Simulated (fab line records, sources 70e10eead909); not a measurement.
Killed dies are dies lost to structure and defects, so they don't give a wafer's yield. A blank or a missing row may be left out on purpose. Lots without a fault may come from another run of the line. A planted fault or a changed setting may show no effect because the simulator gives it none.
One fault seen from 3 desks | flow nand_harc | each desk has only its own numbers; what lay behind them comes last

THE DEFECT DESK
What the inspections along the route counted, lot by lot: means of the sampled wafers that have a number. A lot is out of limits, marked OUT, if its mean lies more than 4 standard deviations from the usual mean; the brackets give that distance.
Columns: A = raw_defect_count at NHARC_THIN_TSV_INSPECT_40, usual 536
lot  | first seen here | A
L998 | day 24 06:56    | 535
L102 | day 26 02:31    | 484
L103 | day 26 21:16    | 484
L104 | day 26 21:16    | 562
L108 | day 28 23:50    | 472
L111 | day 29 18:37    | 515
L114 | day 30 19:20    | 516
L116 | day 32 02:17    | 527
L117 | day 32 02:17    | 515
L115 | day 32 14:18    | 456
L119 | day 32 23:57    | 632
L120 | day 33 14:17    | 540
This desk's finding: nothing out of limits on any of the 12 lots.

THE TOOL OWNER'S DESK: pecvd-02
The tool's own readings at NHARC_THIN_TSV_DEP_43 (deposits SiO2, target thk 1328.5 nm): means of the sampled wafers that have a number, for each lot that ran on this tool. A lot is out of limits, marked OUT, if its mean lies more than 4 standard deviations from the usual mean; the brackets give that distance.
Columns: A = throttle_valve_pct at NHARC_THIN_TSV_DEP_43, usual 16.0 %
lot  | first seen here | A
L998 | day 23 20:34    | 16.4
L104 | day 26 08:47    | 15.9
L108 | day 28 10:26    | 15.9
L111 | day 29 05:38    | 16.5
L114 | day 30 06:13    | 16.2
This desk's finding: nothing out of limits on any of the 5 lots.

THE METROLOGY DESK
What the gauges read, lot by lot, whatever tool the lot ran on: means of the sampled wafers that have a number. A lot is out of limits, marked OUT, if its mean lies more than 4 standard deviations from the usual mean; the brackets give that distance.
Columns: A = cd_nm at NHARC_THIN_TSV_CD_MEAS_12, usual 1000.4 nm
lot  | first seen here | A
L998 | day 23 21:21    | 998.8
L102 | day 25 14:24    | 1001.5
L104 | day 26 09:22    | 998.1
L103 | day 26 10:41    | 1000.0
L108 | day 28 11:15    | 1001.1
L111 | day 29 06:26    | 1002.7
L114 | day 30 07:03    | 1002.5
L116 | day 31 13:38    | 998.7
L117 | day 31 14:58    | 1000.9
L115 | day 32 02:35    | 998.4
L119 | day 32 11:44    | 1001.5
L120 | day 32 23:08    | 1000.1
This desk's finding: nothing out of limits on any of the 12 lots.

PUT TOGETHER
The defect desk saw nothing out of limits.
The tool owner's desk saw nothing out of limits.
The metrology desk saw nothing out of limits.

WHAT THE SIMULATOR HAD PUT IN
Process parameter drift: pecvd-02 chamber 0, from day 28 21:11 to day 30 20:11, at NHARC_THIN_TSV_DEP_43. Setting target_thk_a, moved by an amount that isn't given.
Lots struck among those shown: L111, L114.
